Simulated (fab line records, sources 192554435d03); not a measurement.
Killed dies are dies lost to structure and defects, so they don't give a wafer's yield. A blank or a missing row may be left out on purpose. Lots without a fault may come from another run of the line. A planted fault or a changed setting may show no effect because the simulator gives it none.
Chamber matching | flow n5_finfet | N5_BEOL_M8_DEP_56 on pecvd-04: 3 sister chambers
The step deposits SiCN from 3MS/NH3, target thk 10 nm, time 17.5 s. 6 wafers are shown with their chamber, then 7 later ones without.

WAFERS WITH THEIR CHAMBER
wafer  | chamber | showerhead_vpp_V (V) | showerhead_plenum_p_Torr (Torr)
L080.5 | 0       | 794                  | 3.668
L084.6 | 1       | 867                  | 3.637
L086.5 | 2       | 877                  | 3.675
L086.6 | 1       | 868                  | 3.646
L087.1 | 2       | 896                  | 3.667
L087.3 | 0       | 770                  | 3.663

WAFERS WITHOUT THEIR CHAMBER
wafer  | showerhead_vpp_V (V) | showerhead_plenum_p_Torr (Torr)
L087.5 | 867                  | 3.647
L092.4 | 890                  | 3.670
L092.5 | 866                  | 3.646
L092.6 | 774                  | 3.672
L095.2 | 867                  | 3.656
L095.3 | 781                  | 3.666
L095.6 | 911                  | 3.672

WHICH CHAMBER EACH WENT THROUGH
wafer  | from the rows above     | in truth
L087.5 | 1                       | 1
L092.4 | 2                       | 2
L092.5 | 1                       | 1
L092.6 | 0                       | 0
L095.2 | can't be placed: 1 or 2 | 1
L095.3 | 0                       | 0
L095.6 | 2                       | 2
Placed correctly: 6 of 7. Can't be placed from these rows: 1 (the true chamber is among the candidates in 1). Placed wrongly: 0.
How it was worked out, from the rows above alone: a wafer's distance from a chamber is the root of the sum, over the readings, of the square of ((its reading less the chamber's mean) divided by the reading's scatter). The wafer belongs to the nearest chamber; if the next one is less than 2 further off, it can't be placed. A chamber's mean is the mean of its shown wafers. The scatter: the root of (the sum of the squares of (reading less its chamber's mean) over the shown wafers, divided by (wafers less chambers)).
